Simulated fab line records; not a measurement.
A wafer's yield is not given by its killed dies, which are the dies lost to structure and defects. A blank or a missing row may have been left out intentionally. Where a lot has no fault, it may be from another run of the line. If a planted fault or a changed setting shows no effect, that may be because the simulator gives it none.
A struck lot beside a sound one + flow n5 finfet + 17 out of 1938 route steps
Sound: wafers L496.1, L496.5, L496.6. Wafers struck: L490.2, L490.5, L490.6. The cause is given at the end.
Each step with rows lists, per side, the tool, then ch with its chambers, then its first start. Under that, the readings that differ: sound wafers + struck wafers + difference of the means + sigmas: that difference in standard deviations of wafers without a fault.
alike: a reading whose means differ by less than 2 such deviations, as well as words and numbers matching on both sides. not compared: withheld readings; readings where some wafer has no value; bounds like >300 that might hide an equal value; numbers whose values overlap and for which the record gives no deviation.
The two part at a step that has a row with sigmas, a row that says differs or no value, or rows on one side only. Numbers that don't overlap but have no deviation are shown without sigmas and don't part them. A reading that every wafer of one side lacks parts them only if that side has two wafers or more.

first, 1 step without rows for these wafers: N5_BEOL_M4_ANNEAL_82 (time 240 s).
N5_BEOL_M4_SPUTTER_86: material Cu, target thk 4.5 nm, time 8.29 s.
  sound: pvd sputter-01 at day 11 07:42; struck: pvd sputter-01 at day 10 01:13
  alike: throttle valve pct
N5_BEOL_M4_ANNEAL_87: time 240 s.
  sound: pvd sputter-01 at day 11 07:47; struck: pvd sputter-01 at day 10 01:18
  alike: heater power w, susceptor_temp_C_max
N5_BEOL_M4_SPUTTER_88: material Cu, target thk 4.5 nm, time 8.29 s.
  sound: pvd sputter-01 at day 11 07:55; struck: pvd sputter-01 at day 10 01:26
  alike: throttle valve pct
then, 1 step without rows for these wafers: N5_BEOL_M4_ANNEAL_89 (time 240 s).
N5_BEOL_M4_SPUTTER_90: material Cu, target thk 4.5 nm, time 8.29 s.
  sound: pvd sputter-01 at day 11 08:08; struck: pvd sputter-01 at day 10 01:40
  alike: throttle valve pct
then, 5 steps without rows for these wafers: N5_BEOL_M4_ANNEAL_91 (time 240 s); N5_BEOL_M4_SPUTTER_92 (material Cu, target thk 4.5 nm, time 8.29 s); N5_BEOL_M4_ANNEAL_93 (time 240 s); N5_BEOL_M4_SPUTTER_94 (material Cu, target thk 4.5 nm, time 8.29 s); N5_BEOL_M4_ANNEAL_95 (time 240 s).
N5_BEOL_M4_SPUTTER_96: material Cu, target thk 4.5 nm, time 8.29 s.
  sound: pvd sputter-01 at day 11 08:48; struck: pvd sputter-01 at day 10 02:19
  alike: throttle valve pct
N5_BEOL_M4_ECD_50: material Cu, target thk 300 nm.
  sound on ecd cu-02 ch 0,1, day 11 08:55; struck on ecd cu-02 ch 0,1, day 10 02:26
then, 1 step without rows for these wafers: N5_BEOL_M4_ANNEAL_51 (time 90 s).
N5_BEOL_M4_CMP_52: polishes, stops on SiOC, t overpolish 6.8 s, target thk 40 nm.
  sound on cmp-03 ch 0,1, day 11 09:17; struck on cmp-04 ch 0,2,3, day 10 02:56
| reading                | sound    | struck | difference | sigmas |
|------------------------|----------|--------|------------|--------|
| time to endpoint s (s) | 62 70 61 | 2 0 0  | -64        | -20    |
  alike: clearing platen down force psi, motor current A
N5_BEOL_M4_RC_MEAS_101:
  the record has rows for the sound wafers here (prober-02 ch 0, day 11 09:54) and none for the struck ones
-- the record jumps here: 4 days lie between the struck wafers' starts before and after (it left off in module BEOL_M4 and takes up again in module PASSIVATION, whose first step shown is number 1936 of the route) --
N5_PASSIVATION_PROBE_49:
  sound: prober-01 at day 15 12:45; struck: prober-01 at day 14 04:00
| reading                  | sound          | struck         | difference | sigmas      |
|--------------------------|----------------|----------------|------------|-------------|
| defect limited yield (%) | 90.3 87.4 89.5 | 0 0 0          | -89        | -69         |
| killed_at_M0_to_M3       | 53 73 51       | 31 12 7        | -42        | -4          |
| killed_at_M4_up          | 2 8 8          | 1104 1086 1121 | +1098      | +99 or more |
| killed dies              | 114 149 124    | 1180 1180 1180 | +1051      | +70         |
| killed on rim            | 17 12 13       | 152 152 152    | +138       | +37         |
| killed short             | 36 58 39       | 25 26 19       | -21        | -3          |
| sort_bin_5_function (%)  | 5.8 7.5 6.0    | 96.5 97.3 98.1 | +90.9      | +99 or more |
| sort_bin_6_memory (%)    | 3.6 4.5 4.4    | 3.3 2.7 1.7    | -1.6       | -3          |
| sort n pass              | 1066 1031 1056 | 0 0 0          | -1051      | -70         |
| sort yield pct (%)       | 90.3 87.4 89.5 | 0 0 0          | -89        | -69         |
  alike: killed at contacts, killed at front end, killed at other, killed open

== WHERE THEY PART ==
First at N5_BEOL_M4_CMP_52; last, within this record, at N5_PASSIVATION_PROBE_49.

WHY: the cause the simulator had injected
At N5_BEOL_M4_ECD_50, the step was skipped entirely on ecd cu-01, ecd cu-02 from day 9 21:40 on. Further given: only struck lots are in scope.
